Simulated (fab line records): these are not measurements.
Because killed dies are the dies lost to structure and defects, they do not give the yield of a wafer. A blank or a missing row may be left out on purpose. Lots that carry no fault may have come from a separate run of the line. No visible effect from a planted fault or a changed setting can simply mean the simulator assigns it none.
Which of the tools did it? / flow n5 finfet / 24 lots, 72 wafers sampled, at 5 steps of a route of 1938

== WHAT THE GAUGES SHOWED, per wafer ==
N5_BEOL_M1_INSPECT_59: inspects for defects (darkfield).
lot=L074; measured=day 6 14:51; on=defect inspect-02; raw defect count=51 105 81
lot=L075; measured=day 6 17:09; on=defect inspect-01; raw defect count=78 134 101
lot=L076; measured=day 6 20:28; on=defect inspect-02; raw defect count=46 69 44
lot=L077; measured=day 7 03:34; on=defect inspect-01; raw defect count=101 69 68
lot=L078; measured=day 7 09:14; on=defect inspect-02; raw defect count=77 65 127
lot=L079; measured=day 7 16:53; on=defect inspect-02; raw defect count=57 58 111
lot=L080; measured=day 7 18:58; on=defect inspect-02; raw defect count=57 42 67
lot=L081; measured=day 8 07:02; on=defect inspect-01; raw defect count=92 87 67
lot=L082; measured=day 8 10:35; on=defect inspect-01; raw defect count=68 80 95
lot=L083; measured=day 8 15:39; on=defect inspect-01; raw defect count=69 67 82
lot=L084; measured=day 8 22:22; on=defect inspect-01; raw defect count=64 66 74
lot=L086; measured=day 9 16:30; on=defect inspect-01; raw defect count=63 112 67
lot=L085; measured=day 9 17:28; on=defect inspect-01; raw defect count=80 90 118
lot=L087; measured=day 10 02:10; on=defect inspect-01; raw defect count=55 46 80
lot=L088; measured=day 10 05:33; on=defect inspect-01; raw defect count=85 68 77
lot=L089; measured=day 10 07:55; on=defect inspect-01; raw defect count=39 49 54
lot=L090; measured=day 10 13:19; on=defect inspect-01; raw defect count=70 40 51
lot=L091; measured=day 10 13:46; on=defect inspect-02; raw defect count=89 76 103
lot=L092; measured=day 10 19:07; on=defect inspect-02; raw defect count=74 27 58
lot=L093; measured=day 11 12:28; on=defect inspect-02; raw defect count=46 34 61
lot=L094; measured=day 11 15:32; on=defect inspect-01; raw defect count=103 84 53
lot=L095; measured=day 11 23:35; on=defect inspect-01; raw defect count=75 150 123
lot=L096; measured=day 12 03:16; on=defect inspect-01; raw defect count=66 64 82
lot=L097; measured=day 12 07:05; on=defect inspect-01; raw defect count=116 69 104

N5_BEOL_M2_OVL_MEAS_29.
lot=L074; measured=day 6 17:27; on=overlay-02; V1_OVL (nm)=-0.4 1.0 -0.8
lot=L075; measured=day 6 21:09; on=overlay-02; V1_OVL (nm)=-0.7 0.4 -0.9
lot=L076; measured=day 6 22:31; on=overlay-01; V1_OVL (nm)=-1.8 -0.3 -0.6
lot=L077; measured=day 7 05:59; on=overlay-01; V1_OVL (nm)=0.4 0.2 0.4
lot=L078; measured=day 7 11:41; on=overlay-02; V1_OVL (nm)=0.8 0.3 0.8
lot=L079; measured=day 7 19:20; on=overlay-01; V1_OVL (nm)=0.2 -0.4 -0.7
lot=L080; measured=day 7 20:38; on=overlay-01; V1_OVL (nm)=0.6 0.4 0.8
lot=L081; measured=day 8 11:21; on=overlay-01; V1_OVL (nm)=-0.8 -1.2 -1.4
lot=L082; measured=day 8 12:45; on=overlay-01; V1_OVL (nm)=-0.4 0.7 0.1
lot=L083; measured=day 8 18:38; on=overlay-02; V1_OVL (nm)=0.0 -0.1 -0.2
lot=L084; measured=day 9 01:46; on=overlay-02; V1_OVL (nm)=-1.6 -0.8 -0.4
lot=L086; measured=day 9 19:52; on=overlay-02; V1_OVL (nm)=-0.9 0.0 -0.3
lot=L085; measured=day 9 20:03; on=overlay-01; V1_OVL (nm)=-0.3 1.1 0.4
lot=L087; measured=day 10 04:44; on=overlay-02; V1_OVL (nm)=0.9 1.4 1.1
lot=L088; measured=day 10 08:09; on=overlay-01; V1_OVL (nm)=0.0 -0.4 0.5
lot=L089; measured=day 10 09:25; on=overlay-01; V1_OVL (nm)=-0.7 0.2 0.4
lot=L090; measured=day 10 16:20; on=overlay-02; V1_OVL (nm)=-0.3 0.3 0.2
lot=L091; measured=day 10 16:35; on=overlay-02; V1_OVL (nm)=-0.9 -0.5 -0.3
lot=L092; measured=day 10 22:17; on=overlay-01; V1_OVL (nm)=1.1 1.4 1.1
lot=L093; measured=day 11 16:03; on=overlay-01; V1_OVL (nm)=-0.2 -0.8 -0.3
lot=L094; measured=day 11 19:23; on=overlay-02; V1_OVL (nm)=-0.1 0.6 0.5
lot=L095; measured=day 12 01:25; on=overlay-02; V1_OVL (nm)=0.0 0.5 -0.1
lot=L096; measured=day 12 04:59; on=overlay-02; V1_OVL (nm)=-0.7 -1.0 -1.2
lot=L097; measured=day 12 12:13; on=overlay-02; V1_OVL (nm)=0.2 0.3 -0.1

== TOOL THAT RAN EACH LOT (tool first, then ch and the chambers of the sampled wafers, then the start) ==
lot=L074; N5_BEOL_M1_ANNEAL_95=pvd sputter-03, day 6 13:38; N5_BEOL_M2_ETCH_64=rie diel-06 ch 0,2,3, day 6 16:41; N5_BEOL_M2_STRIP_19=rie diel-04 ch 2,3, day 6 17:02
lot=L075; N5_BEOL_M1_ANNEAL_95=pvd sputter-03, day 6 15:56; N5_BEOL_M2_ETCH_64=rie diel-06 ch 0,2,3, day 6 20:22; N5_BEOL_M2_STRIP_19=rie diel-04 ch 0,1,3, day 6 20:44
lot=L076; N5_BEOL_M1_ANNEAL_95=pvd sputter-03, day 6 19:14; N5_BEOL_M2_ETCH_64=rie diel-06 ch 0,2,3, day 6 21:48; N5_BEOL_M2_STRIP_19=rie diel-06 ch 0,2, day 6 22:05
lot=L077; N5_BEOL_M1_ANNEAL_95=pvd sputter-03, day 7 02:20; N5_BEOL_M2_ETCH_64=rie diel-06 ch 0,2,3, day 7 05:04; N5_BEOL_M2_STRIP_19=rie diel-04 ch 0,1, day 7 05:26
lot=L078; N5_BEOL_M1_ANNEAL_95=pvd sputter-02, day 7 07:50; N5_BEOL_M2_ETCH_64=rie diel-04 ch 0,1,2, day 7 10:52; N5_BEOL_M2_STRIP_19=rie diel-06 ch 0,1,2, day 7 11:08
lot=L079; N5_BEOL_M1_ANNEAL_95=pvd sputter-03, day 7 15:41; N5_BEOL_M2_ETCH_64=rie diel-04 ch 0,1, day 7 18:28; N5_BEOL_M2_STRIP_19=rie diel-06 ch 0,1, day 7 18:47
lot=L080; N5_BEOL_M1_ANNEAL_95=pvd sputter-03, day 7 17:36; N5_BEOL_M2_ETCH_64=rie diel-04 ch 0,2,3, day 7 19:56; N5_BEOL_M2_STRIP_19=rie diel-05 ch 1,2, day 7 20:13
lot=L081; N5_BEOL_M1_ANNEAL_95=pvd sputter-02, day 8 05:41; N5_BEOL_M2_ETCH_64=rie diel-06 ch 0,1,3, day 8 10:25; N5_BEOL_M2_STRIP_19=rie diel-05 ch 0,1,3, day 8 10:48
lot=L082; N5_BEOL_M1_ANNEAL_95=pvd sputter-03, day 8 09:23; N5_BEOL_M2_ETCH_64=rie diel-05 ch 0,1,3, day 8 11:55; N5_BEOL_M2_STRIP_19=rie diel-06 ch 1,2, day 8 12:13
lot=L083; N5_BEOL_M1_ANNEAL_95=pvd sputter-03, day 8 14:26; N5_BEOL_M2_ETCH_64=rie diel-05 ch 0,2,3, day 8 17:49; N5_BEOL_M2_STRIP_19=rie diel-05 ch 0,3, day 8 18:06
lot=L084; N5_BEOL_M1_ANNEAL_95=pvd sputter-03, day 8 21:07; N5_BEOL_M2_ETCH_64=rie diel-06 ch 0,1,2, day 9 00:59; N5_BEOL_M2_STRIP_19=rie diel-05 ch 0,1,2, day 9 01:22
lot=L086; N5_BEOL_M1_ANNEAL_95=pvd sputter-02, day 9 15:14; N5_BEOL_M2_ETCH_64=rie diel-04 ch 0,1,3, day 9 19:02; N5_BEOL_M2_STRIP_19=rie diel-04 ch 1,2,3, day 9 19:19
lot=L085; N5_BEOL_M1_ANNEAL_95=pvd sputter-01, day 9 16:04; N5_BEOL_M2_ETCH_64=rie diel-06 ch 0,1,3, day 9 19:20; N5_BEOL_M2_STRIP_19=rie diel-06 ch 1,2, day 9 19:37
lot=L087; N5_BEOL_M1_ANNEAL_95=pvd sputter-02, day 10 00:58; N5_BEOL_M2_ETCH_64=rie diel-04 ch 0,2,3, day 10 03:58; N5_BEOL_M2_STRIP_19=rie diel-06 ch 0,2, day 10 04:19
lot=L088; N5_BEOL_M1_ANNEAL_95=pvd sputter-03, day 10 04:14; N5_BEOL_M2_ETCH_64=rie diel-04 ch 1,2,3, day 10 07:26; N5_BEOL_M2_STRIP_19=rie diel-05 ch 0,1,2, day 10 07:43
lot=L089; N5_BEOL_M1_ANNEAL_95=pvd sputter-03, day 10 06:41; N5_BEOL_M2_ETCH_64=rie diel-06 ch 0,2, day 10 08:43; N5_BEOL_M2_STRIP_19=rie diel-06 ch 0,2,3, day 10 08:59
lot=L090; N5_BEOL_M1_ANNEAL_95=pvd sputter-01, day 10 11:57; N5_BEOL_M2_ETCH_64=rie diel-05 ch 1,2, day 10 15:38; N5_BEOL_M2_STRIP_19=rie diel-04 ch 0,1,3, day 10 15:55
lot=L091; N5_BEOL_M1_ANNEAL_95=pvd sputter-02, day 10 12:17; N5_BEOL_M2_ETCH_64=rie diel-06 ch 1,3, day 10 15:52; N5_BEOL_M2_STRIP_19=rie diel-06 ch 2,3, day 10 16:10
lot=L092; N5_BEOL_M1_ANNEAL_95=pvd sputter-02, day 10 17:39; N5_BEOL_M2_ETCH_64=rie diel-04 ch 0,2, day 10 21:27; N5_BEOL_M2_STRIP_19=rie diel-05 ch 0,1,2, day 10 21:52
lot=L093; N5_BEOL_M1_ANNEAL_95=pvd sputter-01, day 11 11:16; N5_BEOL_M2_ETCH_64=rie diel-05 ch 1,2,3, day 11 15:20; N5_BEOL_M2_STRIP_19=rie diel-06 ch 2,3, day 11 15:37
lot=L094; N5_BEOL_M1_ANNEAL_95=pvd sputter-03, day 11 14:19; N5_BEOL_M2_ETCH_64=rie diel-04 ch 2,3, day 11 18:40; N5_BEOL_M2_STRIP_19=rie diel-06 ch 0,1,2, day 11 18:58
lot=L095; N5_BEOL_M1_ANNEAL_95=pvd sputter-02, day 11 22:22; N5_BEOL_M2_ETCH_64=rie diel-06 ch 1,3, day 12 00:35; N5_BEOL_M2_STRIP_19=rie diel-06 ch 2,3, day 12 00:52
lot=L096; N5_BEOL_M1_ANNEAL_95=pvd sputter-02, day 12 02:03; N5_BEOL_M2_ETCH_64=rie diel-06 ch 0,1,2, day 12 04:16; N5_BEOL_M2_STRIP_19=rie diel-05 ch 0,1,2, day 12 04:33
lot=L097; N5_BEOL_M1_ANNEAL_95=pvd sputter-03, day 12 05:52; N5_BEOL_M2_ETCH_64=rie diel-05 ch 0,2, day 12 11:28; N5_BEOL_M2_STRIP_19=rie diel-06 ch 0,2, day 12 11:48
- N5_BEOL_M1_ANNEAL_95: time 240 s.
- N5_BEOL_M2_ETCH_64: etches SOC in N2/H2, target depth 75 nm, overetch 22.5 nm, time 121.9 s.
- N5_BEOL_M2_STRIP_19: strips in O2.

== WHAT THE TOOLS THEMSELVES READ (means of the sampled wafers that have a number; where no wafer has one, the mark that the record gives instead) ==
N5_BEOL_M1_ANNEAL_95.
lot=L074; tool=pvd sputter-03; heater power w (W)=751
lot=L075; tool=pvd sputter-03; heater power w (W)=813
lot=L076; tool=pvd sputter-03; heater power w (W)=763
lot=L077; tool=pvd sputter-03; heater power w (W)=767
lot=L078; tool=pvd sputter-02; heater power w (W)=870
lot=L079; tool=pvd sputter-03; heater power w (W)=773
lot=L080; tool=pvd sputter-03; heater power w (W)=773
lot=L081; tool=pvd sputter-02; heater power w (W)=861
lot=L082; tool=pvd sputter-03; heater power w (W)=771
lot=L083; tool=pvd sputter-03; heater power w (W)=811
lot=L084; tool=pvd sputter-03; heater power w (W)=810
lot=L086; tool=pvd sputter-02; heater power w (W)=887
lot=L085; tool=pvd sputter-01; heater power w (W)=779
lot=L087; tool=pvd sputter-02; heater power w (W)=816
lot=L088; tool=pvd sputter-03; heater power w (W)=765
lot=L089; tool=pvd sputter-03; heater power w (W)=761
lot=L090; tool=pvd sputter-01; heater power w (W)=881
lot=L091; tool=pvd sputter-02; heater power w (W)=830
lot=L092; tool=pvd sputter-02; heater power w (W)=894
lot=L093; tool=pvd sputter-01; heater power w (W)=796
lot=L094; tool=pvd sputter-03; heater power w (W)=761
lot=L095; tool=pvd sputter-02; heater power w (W)=854
lot=L096; tool=pvd sputter-02; heater power w (W)=847
lot=L097; tool=pvd sputter-03; heater power w (W)=810

N5_BEOL_M2_ETCH_64.
lot=L074; tool=rie diel-06; drypump motor current A (A)=5.0; oes product au (a.u.)=0.56; rf vpp V (V)=522.2; showerhead plenum p Torr (Torr)=2.46; throttle valve pct (%)=17.97
lot=L075; tool=rie diel-06; drypump motor current A (A)=5.0; oes product au (a.u.)=0.56; rf vpp V (V)=521.4; showerhead plenum p Torr (Torr)=2.46; throttle valve pct (%)=17.97
lot=L076; tool=rie diel-06; drypump motor current A (A)=5.0; oes product au (a.u.)=0.56; rf vpp V (V)=521.5; showerhead plenum p Torr (Torr)=2.46; throttle valve pct (%)=17.97
lot=L077; tool=rie diel-06; drypump motor current A (A)=5.0; oes product au (a.u.)=0.55; rf vpp V (V)=521.1; showerhead plenum p Torr (Torr)=2.46; throttle valve pct (%)=17.97
lot=L078; tool=rie diel-04; drypump motor current A (A)=6.0; oes product au (a.u.)=0.59; rf vpp V (V)=522.7; showerhead plenum p Torr (Torr)=2.52; throttle valve pct (%)=17.89
lot=L079; tool=rie diel-04; drypump motor current A (A)=5.8; oes product au (a.u.)=0.54; rf vpp V (V)=524.5; showerhead plenum p Torr (Torr)=2.57; throttle valve pct (%)=17.92
lot=L080; tool=rie diel-04; drypump motor current A (A)=5.7; oes product au (a.u.)=0.59; rf vpp V (V)=524.2; showerhead plenum p Torr (Torr)=2.55; throttle valve pct (%)=17.93
lot=L081; tool=rie diel-06; drypump motor current A (A)=5.1; oes product au (a.u.)=0.62; rf vpp V (V)=523.6; showerhead plenum p Torr (Torr)=2.56; throttle valve pct (%)=17.90
lot=L082; tool=rie diel-05; drypump motor current A (A)=5.8; oes product au (a.u.)=0.59; rf vpp V (V)=522.6; showerhead plenum p Torr (Torr)=2.51; throttle valve pct (%)=17.83
lot=L083; tool=rie diel-05; drypump motor current A (A)=5.9; oes product au (a.u.)=0.59; rf vpp V (V)=524.4; showerhead plenum p Torr (Torr)=2.58; throttle valve pct (%)=17.86
lot=L084; tool=rie diel-06; drypump motor current A (A)=5.2; oes product au (a.u.)=0.56; rf vpp V (V)=522.7; showerhead plenum p Torr (Torr)=2.49; throttle valve pct (%)=18.00
lot=L086; tool=rie diel-04; drypump motor current A (A)=5.6; oes product au (a.u.)=0.56; rf vpp V (V)=523.4; showerhead plenum p Torr (Torr)=2.53; throttle valve pct (%)=17.90
lot=L085; tool=rie diel-06; drypump motor current A (A)=5.1; oes product au (a.u.)=0.61; rf vpp V (V)=524.7; showerhead plenum p Torr (Torr)=2.55; throttle valve pct (%)=17.93
lot=L087; tool=rie diel-04; drypump motor current A (A)=5.7; oes product au (a.u.)=0.57; rf vpp V (V)=523.9; showerhead plenum p Torr (Torr)=2.54; throttle valve pct (%)=17.96
lot=L088; tool=rie diel-04; drypump motor current A (A)=5.7; oes product au (a.u.)=0.59; rf vpp V (V)=522.5; showerhead plenum p Torr (Torr)=2.48; throttle valve pct (%)=17.89
lot=L089; tool=rie diel-06; drypump motor current A (A)=5.1; oes product au (a.u.)=0.56; rf vpp V (V)=523.0; showerhead plenum p Torr (Torr)=2.49; throttle valve pct (%)=17.97
lot=L090; tool=rie diel-05; drypump motor current A (A)=5.2; oes product au (a.u.)=0.65; rf vpp V (V)=523.5; showerhead plenum p Torr (Torr)=2.55; throttle valve pct (%)=17.69
lot=L091; tool=rie diel-06; drypump motor current A (A)=5.1; oes product au (a.u.)=0.65; rf vpp V (V)=527.5; showerhead plenum p Torr (Torr)=2.65; throttle valve pct (%)=18.00
lot=L092; tool=rie diel-04; drypump motor current A (A)=5.9; oes product au (a.u.)=0.56; rf vpp V (V)=524.8; showerhead plenum p Torr (Torr)=2.57; throttle valve pct (%)=18.02
lot=L093; tool=rie diel-05; drypump motor current A (A)=5.6; oes product au (a.u.)=0.67; rf vpp V (V)=525.7; showerhead plenum p Torr (Torr)=2.62; throttle valve pct (%)=17.64
lot=L094; tool=rie diel-04; drypump motor current A (A)=5.9; oes product au (a.u.)=0.60; rf vpp V (V)=523.0; showerhead plenum p Torr (Torr)=2.49; throttle valve pct (%)=17.97
lot=L095; tool=rie diel-06; drypump motor current A (A)=5.4; oes product au (a.u.)=0.58; rf vpp V (V)=524.2; showerhead plenum p Torr (Torr)=2.58; throttle valve pct (%)=18.16
lot=L096; tool=rie diel-06; drypump motor current A (A)=5.2; oes product au (a.u.)=0.54; rf vpp V (V)=522.2; showerhead plenum p Torr (Torr)=2.48; throttle valve pct (%)=18.04
lot=L097; tool=rie diel-05; drypump motor current A (A)=5.7; oes product au (a.u.)=0.58; rf vpp V (V)=527.2; showerhead plenum p Torr (Torr)=2.66; throttle valve pct (%)=17.96

N5_BEOL_M2_STRIP_19.
lot=L074; tool=rie diel-04; drypump motor current A (A)=5.4; o2 flow sccm (sccm)=225.8; oes product au (a.u.)=0.81; rf vpp V (V)=3.7; showerhead plenum p Torr (Torr)=2.09; throttle valve pct (%)=16.78
lot=L075; tool=rie diel-04; drypump motor current A (A)=5.6; o2 flow sccm (sccm)=225.1; oes product au (a.u.)=0.74; rf vpp V (V)=4.3; showerhead plenum p Torr (Torr)=2.08; throttle valve pct (%)=16.63
lot=L076; tool=rie diel-06; drypump motor current A (A)=5.1; o2 flow sccm (sccm)=225.3; oes product au (a.u.)=0.76; rf vpp V (V)=3.7; showerhead plenum p Torr (Torr)=2.06; throttle valve pct (%)=16.77
lot=L077; tool=rie diel-04; drypump motor current A (A)=5.8; o2 flow sccm (sccm)=225.5; oes product au (a.u.)=0.71; rf vpp V (V)=3.4; showerhead plenum p Torr (Torr)=2.10; throttle valve pct (%)=16.59
lot=L078; tool=rie diel-06; drypump motor current A (A)=5.2; o2 flow sccm (sccm)=224.8; oes product au (a.u.)=0.75; rf vpp V (V)=3.8; showerhead plenum p Torr (Torr)=2.06; throttle valve pct (%)=16.82
lot=L079; tool=rie diel-06; drypump motor current A (A)=5.3; o2 flow sccm (sccm)=225.3; oes product au (a.u.)=0.74; rf vpp V (V)=3.9; showerhead plenum p Torr (Torr)=2.06; throttle valve pct (%)=16.87
lot=L080; tool=rie diel-05; drypump motor current A (A)=5.2; o2 flow sccm (sccm)=225.0; oes product au (a.u.)=0.89; rf vpp V (V)=3.8; showerhead plenum p Torr (Torr)=2.09; throttle valve pct (%)=16.40
lot=L081; tool=rie diel-05; drypump motor current A (A)=5.8; o2 flow sccm (sccm)=225.1; oes product au (a.u.)=0.78; rf vpp V (V)=3.1; showerhead plenum p Torr (Torr)=2.07; throttle valve pct (%)=16.69
lot=L082; tool=rie diel-06; drypump motor current A (A)=5.5; o2 flow sccm (sccm)=224.8; oes product au (a.u.)=0.73; rf vpp V (V)=3.8; showerhead plenum p Torr (Torr)=2.08; throttle valve pct (%)=16.97
lot=L083; tool=rie diel-05; drypump motor current A (A)=6.2; o2 flow sccm (sccm)=225.2; oes product au (a.u.)=0.71; rf vpp V (V)=3.8; showerhead plenum p Torr (Torr)=2.05; throttle valve pct (%)=16.80
lot=L084; tool=rie diel-05; drypump motor current A (A)=5.5; o2 flow sccm (sccm)=225.1; oes product au (a.u.)=0.84; rf vpp V (V)=3.8; showerhead plenum p Torr (Torr)=2.15; throttle valve pct (%)=16.59
lot=L086; tool=rie diel-04; drypump motor current A (A)=5.8; o2 flow sccm (sccm)=225.0; oes product au (a.u.)=0.78; rf vpp V (V)=3.4; showerhead plenum p Torr (Torr)=2.04; throttle valve pct (%)=16.74
lot=L085; tool=rie diel-06; drypump motor current A (A)=5.4; o2 flow sccm (sccm)=225.3; oes product au (a.u.)=0.73; rf vpp V (V)=3.9; showerhead plenum p Torr (Torr)=2.08; throttle valve pct (%)=16.94
lot=L087; tool=rie diel-06; drypump motor current A (A)=5.0; o2 flow sccm (sccm)=225.2; oes product au (a.u.)=0.74; rf vpp V (V)=3.7; showerhead plenum p Torr (Torr)=2.03; throttle valve pct (%)=16.74
lot=L088; tool=rie diel-05; drypump motor current A (A)=5.4; o2 flow sccm (sccm)=225.4; oes product au (a.u.)=0.82; rf vpp V (V)=3.8; showerhead plenum p Torr (Torr)=2.15; throttle valve pct (%)=16.61
lot=L089; tool=rie diel-06; drypump motor current A (A)=5.0; o2 flow sccm (sccm)=224.8; oes product au (a.u.)=0.81; rf vpp V (V)=3.7; showerhead plenum p Torr (Torr)=2.11; throttle valve pct (%)=16.72
lot=L090; tool=rie diel-04; drypump motor current A (A)=5.6; o2 flow sccm (sccm)=224.7; oes product au (a.u.)=0.72; rf vpp V (V)=4.2; showerhead plenum p Torr (Torr)=2.07; throttle valve pct (%)=16.68
lot=L091; tool=rie diel-06; drypump motor current A (A)=5.2; o2 flow sccm (sccm)=224.9; oes product au (a.u.)=0.79; rf vpp V (V)=3.7; showerhead plenum p Torr (Torr)=2.13; throttle valve pct (%)=16.80
lot=L092; tool=rie diel-05; drypump motor current A (A)=5.4; o2 flow sccm (sccm)=224.4; oes product au (a.u.)=0.82; rf vpp V (V)=4.0; showerhead plenum p Torr (Torr)=2.14; throttle valve pct (%)=16.63
lot=L093; tool=rie diel-06; drypump motor current A (A)=5.2; o2 flow sccm (sccm)=225.9; oes product au (a.u.)=0.78; rf vpp V (V)=3.3; showerhead plenum p Torr (Torr)=2.12; throttle valve pct (%)=16.82
lot=L094; tool=rie diel-06; drypump motor current A (A)=5.2; o2 flow sccm (sccm)=225.4; oes product au (a.u.)=0.72; rf vpp V (V)=3.9; showerhead plenum p Torr (Torr)=2.04; throttle valve pct (%)=16.90
lot=L095; tool=rie diel-06; drypump motor current A (A)=5.2; o2 flow sccm (sccm)=224.8; oes product au (a.u.)=0.78; rf vpp V (V)=4.1; showerhead plenum p Torr (Torr)=2.12; throttle valve pct (%)=16.83
lot=L096; tool=rie diel-05; drypump motor current A (A)=5.5; o2 flow sccm (sccm)=224.2; oes product au (a.u.)=0.80; rf vpp V (V)=3.2; showerhead plenum p Torr (Torr)=2.14; throttle valve pct (%)=16.65
lot=L097; tool=rie diel-06; drypump motor current A (A)=5.0; o2 flow sccm (sccm)=224.5; oes product au (a.u.)=0.72; rf vpp V (V)=3.6; showerhead plenum p Torr (Torr)=2.02; throttle valve pct (%)=16.79

== THE ANSWER, worked out from the rows above alone ==
Rule: usual is defined by the lots themselves. Put in order of their means at a reading, lots are off if they are a third of the lots or fewer, leave a main group of 4 or more, and stand apart from it by a gap of 3 or more times the standard deviation of the main group's means; of several such gaps the widest counts. The tables above print the reading to a certain number of digits; a main group whose means all agree to those digits is not used. A lot without any number at a reading at which 4 lots or more have one is off too. Where the step has rows for the other lots, those lots are counted as sound. After the gauges, taken in route order, come the tools' own readings; for these a lot's mean is taken, as printed above. At the first step where some lot is off, the reading lying furthest off is the one used; lots without a number count as furthest.
Across all readings shown, no lot is off: no conclusion can be drawn from this.

== WHAT THE SIMULATOR PUT IN ==
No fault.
